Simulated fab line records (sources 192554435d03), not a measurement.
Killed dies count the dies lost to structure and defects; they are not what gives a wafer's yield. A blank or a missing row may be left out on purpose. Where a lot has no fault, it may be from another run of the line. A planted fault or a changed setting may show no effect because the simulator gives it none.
Which tool is to blame? / flow n5-finfet / 24 lots with 72 wafers sampled at 2 steps, on a route of 1938 steps

WHAT THE GAUGES SHOWED, per wafer
N5_HKMG_FIN_INSPECT_61: inspects for defects (macro).
lot=L074; measured=day 3 21:52; on=defect-inspect-02; raw-defect-count=2 2 3
lot=L075; measured=day 4 03:44; on=defect-inspect-02; raw-defect-count=0 3 5
lot=L076; measured=day 4 10:47; on=defect-inspect-02; raw-defect-count=4 2 3
lot=L077; measured=day 4 15:52; on=defect-inspect-01; raw-defect-count=1 2 1
lot=L078; measured=day 5 00:39; on=defect-inspect-01; raw-defect-count=1 5 1
lot=L079; measured=day 5 07:26; on=defect-inspect-02; raw-defect-count=1 2 0
lot=L080; measured=day 5 12:34; on=defect-inspect-01; raw-defect-count=1 3 1
lot=L081; measured=day 5 17:36; on=defect-inspect-02; raw-defect-count=2 4 2
lot=L082; measured=day 5 21:02; on=defect-inspect-02; raw-defect-count=4 0 3
lot=L083; measured=day 6 02:58; on=defect-inspect-02; raw-defect-count=2 1 4
lot=L084; measured=day 6 13:09; on=defect-inspect-02; raw-defect-count=1 1 1
lot=L085; measured=day 6 19:29; on=defect-inspect-01; raw-defect-count=0 3 2
lot=L086; measured=day 6 23:35; on=defect-inspect-01; raw-defect-count=2 1 1
lot=L087; measured=day 7 03:19; on=defect-inspect-02; raw-defect-count=0 3 4
lot=L088; measured=day 7 09:34; on=defect-inspect-01; raw-defect-count=0 2 4
lot=L089; measured=day 7 15:57; on=defect-inspect-01; raw-defect-count=4 0 1
lot=L090; measured=day 8 00:32; on=defect-inspect-02; raw-defect-count=2 1 3
lot=L091; measured=day 8 05:16; on=defect-inspect-02; raw-defect-count=2 4 1
lot=L092; measured=day 8 12:40; on=defect-inspect-02; raw-defect-count=0 3 1
lot=L093; measured=day 8 16:43; on=defect-inspect-02; raw-defect-count=3 1 2
lot=L094; measured=day 9 04:36; on=defect-inspect-02; raw-defect-count=0 2 3
lot=L095; measured=day 9 07:40; on=defect-inspect-01; raw-defect-count=1 3 2
lot=L096; measured=day 9 11:19; on=defect-inspect-01; raw-defect-count=2 2 2
lot=L097; measured=day 9 19:01; on=defect-inspect-01; raw-defect-count=1 3 2

N5_HKMG_FIN_THK_MEAS_70: measures by xrf.
lot=L074; measured=day 4 00:19; on=film-metro-01; HK_THK (nm)=1.596 1.597 1.614
lot=L075; measured=day 4 06:14; on=film-metro-02; HK_THK (nm)=1.617 1.578 1.645
lot=L076; measured=day 4 13:17; on=film-metro-02; HK_THK (nm)=1.582 1.588 1.622
lot=L077; measured=day 4 18:19; on=film-metro-02; HK_THK (nm)=1.588 1.569 1.616
lot=L078; measured=day 5 03:05; on=film-metro-02; HK_THK (nm)=1.629 1.600 1.569
lot=L079; measured=day 5 10:28; on=film-metro-02; HK_THK (nm)=1.622 1.560 1.596
lot=L080; measured=day 5 15:13; on=film-metro-02; HK_THK (nm)=1.611 1.597 1.582
lot=L081; measured=day 5 20:07; on=film-metro-02; HK_THK (nm)=1.619 1.604 1.605
lot=L082; measured=day 5 23:44; on=film-metro-01; HK_THK (nm)=1.589 1.608 1.575
lot=L083; measured=day 6 05:24; on=film-metro-01; HK_THK (nm)=1.586 1.602 1.608
lot=L084; measured=day 6 15:47; on=film-metro-01; HK_THK (nm)=1.604 1.644 1.621
lot=L085; measured=day 6 22:26; on=film-metro-02; HK_THK (nm)=1.601 1.577 1.616
lot=L086; measured=day 7 02:22; on=film-metro-02; HK_THK (nm)=1.587 1.623 1.638
lot=L087; measured=day 7 05:46; on=film-metro-01; HK_THK (nm)=1.610 1.587 1.611
lot=L088; measured=day 7 12:08; on=film-metro-02; HK_THK (nm)=1.611 1.614 1.631
lot=L089; measured=day 7 18:42; on=film-metro-02; HK_THK (nm)=1.621 1.672 1.598
lot=L090; measured=day 8 02:59; on=film-metro-02; HK_THK (nm)=1.610 1.621 1.619
lot=L091; measured=day 8 07:47; on=film-metro-02; HK_THK (nm)=1.613 1.612 1.592
lot=L092; measured=day 8 15:07; on=film-metro-02; HK_THK (nm)=1.568 1.647 1.621
lot=L093; measured=day 8 19:28; on=film-metro-01; HK_THK (nm)=1.630 1.641 1.607
lot=L094; measured=day 9 07:02; on=film-metro-01; HK_THK (nm)=1.600 1.636 1.592
lot=L095; measured=day 9 10:18; on=film-metro-01; HK_THK (nm)=1.609 1.614 1.611
lot=L096; measured=day 9 13:50; on=film-metro-02; HK_THK (nm)=1.578 1.622 1.571
lot=L097; measured=day 9 21:28; on=film-metro-01; HK_THK (nm)=1.617 1.600 1.611

TOOL THAT RAN EACH LOT (tool first, then ch and the chambers of the sampled wafers, then the start)
Before these readings, the record contains no process step.

WHAT THE TOOLS THEMSELVES READ (means of the sampled wafers that have a number; where no wafer has one, the mark that the record gives instead)
The record holds no such reading with a usual standard deviation.

THE ANSWER, worked out from the rows above alone
Rule: the usual values come from the lots themselves. Put in order of their means at a reading, lots are off if they are a third of the lots or fewer, leave a main group of 4 or more, and stand apart from it by a gap of 3 or more times the standard deviation of the main group's means; of several such gaps the widest counts. A main group whose means are all the same, to the digits that the tables above print for the reading, isn't used. A lot without any number at a reading at which 4 lots or more have one is off too. Any other lot the step has rows for is counted as sound. The gauges are gone through in route order, then the tools' own readings, and for those a lot's mean is taken as printed above. At the first step where some lot is off, the reading lying furthest off is the one used; lots without a number count as furthest.
None of the lots is off at any reading shown; this tells nothing.

WHAT THE SIMULATOR PUT IN
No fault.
